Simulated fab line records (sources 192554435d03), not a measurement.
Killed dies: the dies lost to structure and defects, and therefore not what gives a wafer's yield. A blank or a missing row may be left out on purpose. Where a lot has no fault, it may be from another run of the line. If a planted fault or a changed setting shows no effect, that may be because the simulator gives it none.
fab line records	flow n5-finfet
[record] lots = 7	wafers = 21	last-day = 17
route steps=1938 shown BEOL_M1@819 BEOL_M4@1111 PASSIVATION@1936
lots that met no fault: from a run of the same line without faults
start-h: hours from the record's first day to the start of the lot's first wafer shown	wait-h: time in hours since the lot's previous step	" same as the row above	L1.1+2: a single row standing in for several wafers	- no value present, or no start provided	* or withheld: withheld	< > ~ a bound
route shown NAME@n: names a module that has steps shown in the file, with the first one's number in the route	usual: mean/standard deviation taken from wafers without a fault	same: alike in all rows	chamber/n: place in a boat	sites: per-site readings	_std_site: standard deviation of those values	_edge_site: the outer-site mean with the inner-site mean subtracted	radius-mm: how far each site lies from the wafer's centre	mask NAME#n: copy n	behind: the tool/chamber that last shaped the wafer	hold: cause of the lot's hold/its duration in hours/its outcome	device: the transistor (n, p or np) that didn't switch	end of line: tests of these same wafers at the route's end	step lacking rows: just its recipe	killed: count of dies lost to structure and defects at first sort (not the wafer's yield)	map: dies across one wafer; x = killed, . = not, _ = none there
set.NAME: the run value of the setting; set.NAME@STEP: its run value at that earlier step	model.NAME: the simulator's own value behind a step, which no gauge read
lots seen at some steps along the route; tables by step, rows by wafer
services: from which hour (start-h, from the record's first day; less than 0 if before it) a tool's chamber was out of use, for how many hours, and why
[[steps]]
[step N5_BEOL_M1_ANNEAL_82]
[recipe] temp-c = 400	time-s = 240	ambient = vacuum
[step N5_BEOL_M1_SPUTTER_86]
[recipe] material = Cu	target-thk-a = 45	temp-c = -20	chamber-pressure-pa = 0.07	power-w = withheld	time-s = 8.29
[step N5_BEOL_M1_ANNEAL_87]
[recipe] temp-c = 400	time-s = 240	ambient = vacuum
[usual] heater-power-w = 811/67
lot.wafer	tool	chamber	start-h	wait-h	heater-power-w
L183.2	pvd-sputter-03	-	132.75	0.0	755
L183.3	"	-	"	"	828
L183.5	"	-	"	"	815
L185.1	pvd-sputter-03	-	138.35	0.0	808
L185.5	"	-	"	"	694
L185.6	"	-	"	"	753
L193.3	pvd-sputter-03	-	188.23	0.0	715
L193.5	"	-	"	"	714
L193.6	"	-	"	"	752
L199.2	pvd-sputter-01	-	227.07	0.0	764
L199.3	"	-	"	"	741
L199.6	"	-	"	"	782
L200.1	pvd-sputter-02	-	227.41	0.0	890
L200.2	"	-	"	"	905
L200.6	"	-	"	"	893
L201.3	pvd-sputter-02	-	232.77	0.0	782
L201.4	"	-	"	"	883
L201.6	"	-	"	"	877
L206.3	pvd-sputter-03	-	268.98	0.0	697
L206.4	"	-	"	"	793
L206.6	"	-	"	"	797
[step N5_BEOL_M1_SPUTTER_88]
[recipe] material = Cu	target-thk-a = 45	temp-c = -20	chamber-pressure-pa = 0.07	power-w = withheld	time-s = 8.29
[step N5_BEOL_M1_ANNEAL_89]
[recipe] temp-c = 400	time-s = 240	ambient = vacuum
[usual] heater-power-w = 812/66
lot.wafer	tool	chamber	start-h	wait-h	heater-power-w
L183.2	pvd-sputter-03	-	132.97	0.0	750
L183.3	"	-	"	"	833
L183.5	"	-	"	"	799
L185.1	pvd-sputter-03	-	138.57	0.0	809
L185.5	"	-	"	"	728
L185.6	"	-	"	"	741
L193.3	pvd-sputter-03	-	188.45	0.0	705
L193.5	"	-	"	"	717
L193.6	"	-	"	"	741
L199.2	pvd-sputter-01	-	227.29	0.0	793
L199.3	"	-	"	"	772
L199.6	"	-	"	"	793
L200.1	pvd-sputter-02	-	227.63	0.0	880
L200.2	"	-	"	"	879
L200.6	"	-	"	"	897
L201.3	pvd-sputter-02	-	232.99	0.0	804
L201.4	"	-	"	"	891
L201.6	"	-	"	"	878
L206.3	pvd-sputter-03	-	269.20	0.0	705
L206.4	"	-	"	"	794
L206.6	"	-	"	"	795
[step N5_BEOL_M1_SPUTTER_90]
[recipe] material = Cu	target-thk-a = 45	temp-c = -20	chamber-pressure-pa = 0.07	power-w = withheld	time-s = 8.29
[usual] throttle-valve-pct = 29.7/0.95
lot.wafer	tool	chamber	start-h	wait-h	throttle-valve-pct
L183.2	pvd-sputter-03	-	133.11	0.1	28.9
L183.3	"	-	"	"	31.6
L183.5	"	-	"	"	29.2
L185.1	pvd-sputter-03	-	138.71	0.1	29.0
L185.5	"	-	"	"	29.2
L185.6	"	-	"	"	28.9
L193.3	pvd-sputter-03	-	188.59	0.1	29.4
L193.5	"	-	"	"	29.5
L193.6	"	-	"	"	28.7
L199.2	pvd-sputter-01	-	227.43	0.1	29.3
L199.3	"	-	"	"	29.2
L199.6	"	-	"	"	29.5
L200.1	pvd-sputter-02	-	227.77	0.1	31.3
L200.2	"	-	"	"	29.4
L200.6	"	-	"	"	30.2
L201.3	pvd-sputter-02	-	233.13	0.1	29.3
L201.4	"	-	"	"	29.8
L201.6	"	-	"	"	29.8
L206.3	pvd-sputter-03	-	269.34	0.1	29.4
L206.4	"	-	"	"	28.9
L206.6	"	-	"	"	29.0
[step N5_BEOL_M1_ANNEAL_91]
[recipe] temp-c = 400	time-s = 240	ambient = vacuum
[step N5_BEOL_M1_SPUTTER_92]
[recipe] material = Cu	target-thk-a = 45	temp-c = -20	chamber-pressure-pa = 0.07	power-w = withheld	time-s = 8.29
[usual] throttle-valve-pct = 29.8/0.95
lot.wafer	tool	chamber	start-h	wait-h	throttle-valve-pct
L183.2	pvd-sputter-03	-	133.33	0.1	29.0
L183.3	"	-	"	"	31.3
L183.5	"	-	"	"	29.1
L185.1	pvd-sputter-03	-	138.93	0.1	29.3
L185.5	"	-	"	"	29.3
L185.6	"	-	"	"	28.8
L193.3	pvd-sputter-03	-	188.81	0.1	29.4
L193.5	"	-	"	"	29.3
L193.6	"	-	"	"	28.8
L199.2	pvd-sputter-01	-	227.65	0.1	29.4
L199.3	"	-	"	"	29.7
L199.6	"	-	"	"	29.6
L200.1	pvd-sputter-02	-	227.99	0.1	31.1
L200.2	"	-	"	"	29.4
L200.6	"	-	"	"	30.6
L201.3	pvd-sputter-02	-	233.35	0.1	29.4
L201.4	"	-	"	"	29.4
L201.6	"	-	"	"	29.8
L206.3	pvd-sputter-03	-	269.56	0.1	29.5
L206.4	"	-	"	"	29.3
L206.6	"	-	"	"	29.1
[step N5_BEOL_M1_ANNEAL_93]
[recipe] temp-c = 400	time-s = 240	ambient = vacuum
[step N5_BEOL_M1_SPUTTER_94]
[recipe] material = Cu	target-thk-a = 45	temp-c = -20	chamber-pressure-pa = 0.07	power-w = withheld	time-s = 8.29
[step N5_BEOL_M1_ANNEAL_95]
[recipe] temp-c = 400	time-s = 240	ambient = vacuum
[step N5_BEOL_M1_SPUTTER_96]
[recipe] material = Cu	target-thk-a = 45	temp-c = -20	chamber-pressure-pa = 0.07	power-w = withheld	time-s = 8.29
[step N5_BEOL_M1_ECD_50]
[recipe] material = Cu	target-thk-a = 3000
lot.wafer	tool	chamber	start-h	wait-h	model.Cu_of_BEOL_M1_ECD_50.thk-nm
L183.2	ecd-cu-01	0	133.89	0.1	298
L183.3	"	0	"	"	300.4
L183.5	"	1	"	"	299.6
L185.1	ecd-cu-02	0	139.49	0.1	297.8
L185.5	"	0	"	"	302.4
L185.6	"	1	"	"	301.8
L193.3	ecd-cu-02	0	189.38	0.1	298.2
L193.5	"	1	"	"	298.6
L193.6	"	0	"	"	301.4
L199.2	ecd-cu-01	0	228.20	0.1	215.6
L199.3	"	0	"	"	303.2
L199.6	"	1	"	"	301.6
L200.1	ecd-cu-01	1	228.54	0.1	301.8
L200.2	"	0	"	"	209.2
L200.6	"	0	"	"	299.8
L201.3	ecd-cu-01	1	233.93	0.1	303.8
L201.4	"	0	"	"	215.6
L201.6	"	0	"	"	306.8
L206.3	ecd-cu-02	0	270.14	0.1	305
L206.4	"	1	"	"	298.8
L206.6	"	1	"	"	301.8
[step N5_BEOL_M1_ANNEAL_51]
[recipe] temp-c = 225	time-s = 90	ambient = N2
[usual] wafer_temp_C_max = 226.05/0.3
lot.wafer	tool	chamber	start-h	wait-h	wafer_temp_C_max
L183.2	rtp-anneal-01	0	134.01	0.1	226.01
L183.3	"	0	"	"	225.88
L183.5	"	0	"	"	225.93
L185.1	rtp-anneal-01	0	139.57	0.1	225.87
L185.5	"	0	"	"	225.83
L185.6	"	0	"	"	225.80
L193.3	rtp-anneal-02	0	189.53	0.1	226.19
L193.5	"	0	"	"	226.55
L193.6	"	0	"	"	226.28
L199.2	rtp-anneal-02	0	228.49	0.3	226.19
L199.3	"	0	"	"	226.33
L199.6	"	0	"	"	226.30
L200.1	rtp-anneal-01	0	228.89	0.3	225.80
L200.2	"	0	"	"	226.16
L200.6	"	0	"	"	225.39
L201.3	rtp-anneal-02	0	234.24	0.3	225.74
L201.4	"	0	"	"	225.93
L201.6	"	0	"	"	226.26
L206.3	rtp-anneal-02	0	270.29	0.1	226.11
L206.4	"	0	"	"	225.99
L206.6	"	0	"	"	225.53
[step N5_BEOL_M1_CMP_52]
[recipe] stop-on = SiOC	t-overpolish-s = 6.8	down-force-psi = 1	platen-rpm = 50	clearing-platen-down-force-psi = 1.5	clearing-platen-rpm = 50	post-cmp-clean = cu-alkaline	target-thk-nm = 40	clearing-platen-pad-velocity-m-s = 0.99484	pad-velocity-m-s = 0.99484
[usual] motor-current-A = 6.2/0.8	time-to-endpoint-s = 63/3.3
lot.wafer	tool	chamber	start-h	wait-h	motor-current-A	time-to-endpoint-s
L183.3	cmp-01	3	134.27	0.2	5.9	56
L183.2	"	1	"	"	5.1	55
L183.5	"	3	"	"	5.9	53
L185.1	cmp-04	2	139.98	0.4	7.2	62
L185.5	"	3	"	"	5.6	63
L185.6	"	0	"	"	6.1	63
L193.3	cmp-04	2	189.78	0.2	6.9	63
L193.5	"	1	"	"	7.8	60
L193.6	"	2	"	"	7.3	66
L199.3	cmp-04	1	228.82	0.2	7.3	66
L199.2	"	2	"	"	7.5	49
L199.6	"	0	"	"	6.0	64
L200.1	cmp-01	3	229.22	0.3	6.6	58
L200.2	"	1	"	"	5.1	41
L200.6	"	2	"	"	6.0	60
L201.4	cmp-03	2	234.54	0.2	5.3	44
L201.3	"	1	"	"	5.9	62
L201.6	"	3	"	"	7.5	64
L206.3	cmp-01	3	270.50	0.2	6.0	62
L206.4	"	0	"	"	5.5	65
L206.6	"	3	"	"	6.4	60
[step N5_BEOL_M1_THK_MEAS_53]
[recipe] thk-meas-gauge = xrf	reads = Cu_of_BEOL_M1_ECD_50
[usual] M1_THK = 40.2/1.5
lot.wafer	tool	chamber	start-h	wait-h	M1_THK[nm]
L183.2	film-metro-02	-	134.56	-	37.1
L183.3	"	-	"	"	37.4
L183.5	"	-	"	"	38.8
L185.1	film-metro-02	-	140.16	-	37.4
L185.5	"	-	"	"	40.5
L185.6	"	-	"	"	38.4
L193.3	film-metro-02	-	190.03	-	40.7
L193.5	"	-	"	"	41.5
L193.6	"	-	"	"	42.2
L199.2	film-metro-01	-	229.04	-	37.7
L199.3	"	-	"	"	39.5
L199.6	"	-	"	"	37.7
L200.1	film-metro-01	-	229.48	-	38.6
L200.2	"	-	"	"	39.1
L200.6	"	-	"	"	42.3
L201.3	film-metro-01	-	234.84	-	39.1
L201.4	"	-	"	"	40.6
L201.6	"	-	"	"	40.7
L206.3	film-metro-02	-	270.79	-	40.8
L206.4	"	-	"	"	42.6
L206.6	"	-	"	"	40.8
[step N5_BEOL_M4_RC_MEAS_101]
[usual] DIBL_N = 36.2/1.7	DIBL_P = 36.6/1.9	IOFF_N = 0.16/0.032	IOFF_P = 0.21/0.037	ION_N = 675/12	ION_P = 460/8.1	SS_N = 71.4/0.58	SS_P = 73.4/0.64	VT_N = 249/3.2	VT_P = -252/3.4
lot.wafer	tool	chamber	start-h	wait-h	DIBL_N[mV/V]	DIBL_P[mV/V]	IOFF_N[nA/um]	IOFF_P[nA/um]	ION_N[uA/um]	ION_P[uA/um]	SS_N[mV/dec]	SS_P[mV/dec]	VT_N[mV]	VT_P[mV]
L183.2	prober-02	0	166.89	0.2	38.8	36.9	0.19	0.21	694	467	71.8	74.1	243	-250
L183.3	"	0	"	"	38.4	39.0	0.20	0.24	682	469	71.7	74.0	245	-249
L183.5	"	0	"	"	35.8	35.4	0.14	0.18	675	457	70.3	72.4	249	-253
L185.1	prober-01	0	178.28	0.0	37.4	37.4	0.17	0.24	686	473	71.9	73.6	250	-249
L185.5	"	0	"	"	37.5	38.0	0.19	0.25	680	467	71.8	73.3	250	-246
L185.6	"	0	"	"	39.0	38.8	0.21	0.27	681	465	72.2	74.1	247	-247
L193.3	prober-02	0	227.00	0.3	35.6	36.1	0.13	0.18	649	446	71.5	73.2	255	-255
L193.5	"	0	"	"	36.9	38.4	0.16	0.21	674	462	71.3	73.7	251	-251
L193.6	"	0	"	"	33.4	33.4	0.11	0.15	658	455	70.2	72.3	255	-253
L200.1	prober-02	0	263.78	0.0	35.0	36.4	0.14	0.19	678	462	71.9	73.1	252	-253
L200.2	"	0	"	"	36.7	37.1	0.16	0.20	683	464	71.8	73.5	247	-254
L200.6	"	0	"	"	35.1	35.6	0.14	0.17	674	461	71.2	72.6	250	-254
L199.2	prober-01	0	265.67	0.2	35.0	33.8	0.13	0.16	653	445	70.6	72.8	253	-257
L199.3	"	0	"	"	33.0	32.7	0.12	0.15	658	450	71.1	73.0	255	-255
L199.6	"	0	"	"	35.0	34.3	0.14	0.17	654	444	70.7	72.9	254	-255
L201.3	prober-01	0	267.97	0.3	34.7	35.1	0.14	0.16	666	446	71.2	73.4	253	-256
L201.4	"	0	"	"	37.6	39.4	0.20	0.23	682	460	71.6	74.8	247	-253
L201.6	"	0	"	"	34.6	34.5	0.13	0.15	665	447	70.6	73.1	253	-255
L206.3	prober-02	0	297.06	0.3	36.4	34.8	0.15	0.19	673	466	70.6	72.9	248	-252
L206.4	"	0	"	"	38.6	37.5	0.19	0.24	688	468	71.2	73.2	247	-250
L206.6	"	0	"	"	36.1	33.7	0.14	0.18	656	456	70.8	72.0	253	-254
[step N5_PASSIVATION_PROBE_49]
[usual] defect-limited-yield = 91.3/1.5	killed_at_M0_to_M3 = 35/10	killed_at_M4_up = 12/4.6	killed-at-contacts = 13/6.6	killed-at-front-end = 39/11	killed-at-other = 4/3.4	killed-dies = 103/17	killed-on-rim = 14/4.1	killed-open = 67/13	killed-short = 35/8.2	sort_bin_5_function = 5.1/0.94	sort_bin_6_memory = 3.2/0.7	sort-n-pass = 1077/17	sort-yield-pct = 91.3/1.5
[same] gross-dies = 1180	killed-at-back-side = 0	sort_bin_4_leakage[%] = 0	sort_bin_8_speed[%] = 0
lot.wafer	tool	chamber	start-h	wait-h	defect-limited-yield[%]	killed_at_M0_to_M3	killed_at_M4_up	killed-at-contacts	killed-at-front-end	killed-at-other	killed-dies	killed-on-rim	killed-open	killed-short	sort_bin_5_function[%]	sort_bin_6_memory[%]	sort-n-pass	sort-yield-pct[%]
L183.2	prober-02	-	270.68	0.1	91.3	28	16	6	51	2	103	16	62	40	5.3	3.1	1077	91.3
L183.3	prober-02	-	270.73	0.1	93.2	25	12	9	31	3	80	16	46	31	4.3	2.1	1100	93.2
L183.5	prober-02	-	270.83	0.2	89.0	44	20	10	51	5	130	18	71	54	5.7	4.6	1050	89.0
L193.3	prober-01	-	326.49	0.1	90.9	43	13	7	39	5	107	14	87	20	5.4	3.4	1073	90.9
L193.6	prober-01	-	326.64	0.3	88.9	56	11	16	47	1	131	17	88	41	6.8	3.8	1049	88.9
L199.2	prober-01	-	373.73	0.1	93.8	23	8	5	33	4	73	10	52	21	3.5	2.6	1107	93.8
L199.3	prober-01	-	373.78	0.1	90.8	17	22	11	56	3	109	16	72	34	5.8	3.2	1071	90.8
L199.6	prober-01	-	373.93	0.3	91.5	50	7	6	35	2	100	15	62	37	4.9	3.0	1080	91.5
L200.1	prober-01	-	376.85	0.0	89.8	21	15	28	47	9	120	11	81	39	6.1	3.7	1060	89.8
L200.2	prober-01	-	376.90	0.1	91.4	25	12	22	30	12	101	18	73	27	4.8	3.6	1079	91.4
L200.6	prober-01	-	377.10	0.3	89.0	43	11	24	44	8	130	14	81	48	6.2	4.5	1050	89.0
L201.3	prober-01	-	384.05	0.1	93.5	19	13	10	34	1	77	9	48	28	3.7	2.4	1103	93.5
L201.4	prober-01	-	384.10	0.2	93.1	23	13	13	28	5	82	8	52	25	3.6	2.8	1098	93.1
L201.6	prober-01	-	384.20	0.3	91.5	35	11	18	28	8	100	18	77	21	4.5	3.9	1080	91.5
// killed by level:class
L183.2 DUMMY_GATE:geometric-particle:open=9 FIN_SAQP:geometric-particle:short=7 BEOL_M0_SAQP:geometric-particle:short=7 BEOL_M4:geometric-particle:open=7 STI_FIN_REVEAL:geometric-particle:open=6 MOL_CONTACT_COAG:geometric-particle:open=6 BEOL_M0_SAQP:geometric-particle:open=5 BEOL_M1:geometric-particle:open=5
L183.3 BEOL_M0_SAQP:geometric-particle:short=10 DUMMY_GATE:geometric-particle:open=6 MOL_CONTACT_COAG:geometric-particle:short=6 GATE_CUT:geometric-particle:short=5 FIN_SAQP:geometric-particle:open=4 BEOL_M0_SAQP:geometric-particle:open=4 GATE_CUT:geometric-particle:open=4 BEOL_M3:geometric-particle:open=4
L183.5 BEOL_M4:geometric-particle:open=16 FIN_SAQP:geometric-particle:short=9 BEOL_M0_SAQP:geometric-particle:open=9 BEOL_M0_SAQP:geometric-particle:short=8 FIN_SAQP:geometric-particle:open=7 BEOL_M1:geometric-particle:open=7 DUMMY_GATE:geometric-particle:open=6 BEOL_M0:geometric-particle:short=6
L193.3 FIN_SAQP:geometric-particle:open=11 BEOL_M0_SAQP:geometric-particle:open=10 BEOL_M1:geometric-particle:open=10 FIN_SAQP:geometric-particle:short=8 BEOL_M3:geometric-particle:open=8 MOL_CONTACT_COAG:geometric-particle:open=7 GATE_CUT:geometric-particle:open=6 BEOL_M2:geometric-particle:open=6
L193.6 MOL_CONTACT_COAG:geometric-particle:open=12 BEOL_M3:geometric-particle:open=11 BEOL_M2:geometric-particle:open=9 BEOL_M1:geometric-particle:open=8 STI_FIN_REVEAL:geometric-particle:open=7 DUMMY_GATE:geometric-particle:open=6 FIN_SAQP:geometric-particle:short=5 GATE_CUT:geometric-particle:short=5
L199.2 STI_FIN_REVEAL:geometric-particle:open=11 FIN_SAQP:geometric-particle:open=10 BEOL_M0_SAQP:geometric-particle:short=9 BEOL_M0_SAQP:geometric-particle:open=8 MOL_CONTACT_COAG:geometric-particle:open=5 FIN_SAQP:geometric-particle:short=4 DUMMY_GATE:geometric-particle:open=3 BEOL_M0:geometric-particle:open=3
L199.3 STI_FIN_REVEAL:geometric-particle:open=19 MOL_CONTACT_COAG:geometric-particle:open=8 BEOL_M4:geometric-particle:open=7 BEOL_M0_SAQP:geometric-particle:short=5 GATE_CUT:geometric-particle:short=5 STARTING-WAFER:geometric-particle:short=5 FIN_SAQP:geometric-particle:open=4 STI_FIN_REVEAL:geometric-particle:short=4
L199.6 BEOL_M0_SAQP:geometric-particle:short=21 BEOL_M0_SAQP:geometric-particle:open=20 FIN_SAQP:geometric-particle:open=11 STI_FIN_REVEAL:geometric-particle:open=6 MOL_CONTACT_COAG:geometric-particle:open=5 ILD0:geometric-particle:open=3 GATE_CUT:geometric-particle:short=3 GATE_CUT:geometric-particle:open=3
L200.1 MOL_CONTACT_COAG:geometric-particle:open=25 FIN_SAQP:geometric-particle:short=11 STI_FIN_REVEAL:geometric-particle:open=7 GATE_CUT:geometric-particle:short=7 FIN_SAQP:geometric-particle:open=6 DUMMY_GATE:geometric-particle:short=4 BEOL_M2:geometric-particle:open=4 BEOL_M0_SAQP:geometric-particle:open=4
L200.2 MOL_CONTACT_COAG:geometric-particle:open=19 FIN_SAQP:geometric-particle:short=7 FIN_SAQP:geometric-particle:open=6 BEOL_M0_SAQP:geometric-particle:open=6 BEOL_M1:geometric-particle:open=6 MIM_TOP_ETCH:geometric-particle:open=5 STI_FIN_REVEAL:geometric-particle:open=4 MIM_TOP_ETCH:geometric-particle:short=4
L200.6 MOL_CONTACT_COAG:geometric-particle:open=21 FIN_SAQP:geometric-particle:short=16 BEOL_M1:geometric-particle:open=13 BEOL_M0_SAQP:geometric-particle:open=8 GATE_CUT:geometric-particle:short=7 BEOL_M0_SAQP:geometric-particle:short=7 ILD0:geometric-particle:short=5 ILD0:geometric-particle:open=5
L201.3 MOL_CONTACT_COAG:geometric-particle:open=10 BEOL_M4:geometric-particle:open=9 FIN_SAQP:geometric-particle:short=7 BEOL_M2:geometric-particle:open=6 FIN_SAQP:geometric-particle:open=5 GATE_CUT:geometric-particle:short=4 STARTING-WAFER:geometric-particle:short=4 DUMMY_GATE:geometric-particle:open=3
L201.4 FIN_SAQP:geometric-particle:short=10 MOL_CONTACT_COAG:geometric-particle:open=10 BEOL_M4:geometric-particle:open=7 BEOL_M2:geometric-particle:open=5 BEOL_M1:geometric-particle:open=5 BEOL_M0_SAQP:geometric-particle:open=4 BEOL_M3:geometric-particle:open=4 HKMG_FIN:area-etch=4
L201.6 MOL_CONTACT_COAG:geometric-particle:open=17 STI_FIN_REVEAL:geometric-particle:open=12 BEOL_M1:geometric-particle:open=11 FIN_SAQP:geometric-particle:short=6 BEOL_M0_SAQP:geometric-particle:open=5 BEOL_M3:geometric-particle:open=5 FIN_SAQP:geometric-particle:open=4 BEOL_M4:geometric-particle:open=4
[[services]]
tool	chamber	start-h	hours	kind
cmp-01	-	109.72	4.0	pm
cmp-01	-	113.72	-	consumable-replace:conditioner
cmp-01	-	113.72	-	consumable-replace:pad
cmp-03	-	114.01	6.5	pm
cmp-01	-	130.78	0.4	repair
cmp-01	-	134.49	5.1	pm
pvd-sputter-01	-	157.09	9.9	repair
cmp-01	-	195.44	2.3	repair
cmp-04	-	198.53	0.2	repair
cmp-03	-	200.63	2.1	repair
cmp-03	-	224.29	4.0	pm
cmp-03	-	228.29	-	consumable-replace:conditioner
cmp-03	-	228.29	-	consumable-replace:pad
cmp-04	-	233.49	3.8	repair
cmp-03	-	253.93	3.2	repair
[[key]]
[first-sign] step = N5_BEOL_M1_CMP_52	reading = time-to-endpoint-s	direction = down	sigmas = 5.5	usual = *	struck = *
effect none on later readings
[model-effect] step = N5_BEOL_M1_ECD_50	value = Cu_of_BEOL_M1_ECD_50.thk-nm	without = 303.7	struck = 213.5
met-at N5_BEOL_M1_ECD_50
struck-wafers L199.2,L200.2,L201.4
onset-between 133.89 228.20
[fault] kind = process-parameter-drift	tool = ecd-cu-01	chamber = -	onset-h = 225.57	steps = N5_BEOL_M1_ECD_50	channel = target-thk-a	offset = *	shape = step	end-h = 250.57	scope = struck-wafers-only	acts-in = *	stated = *
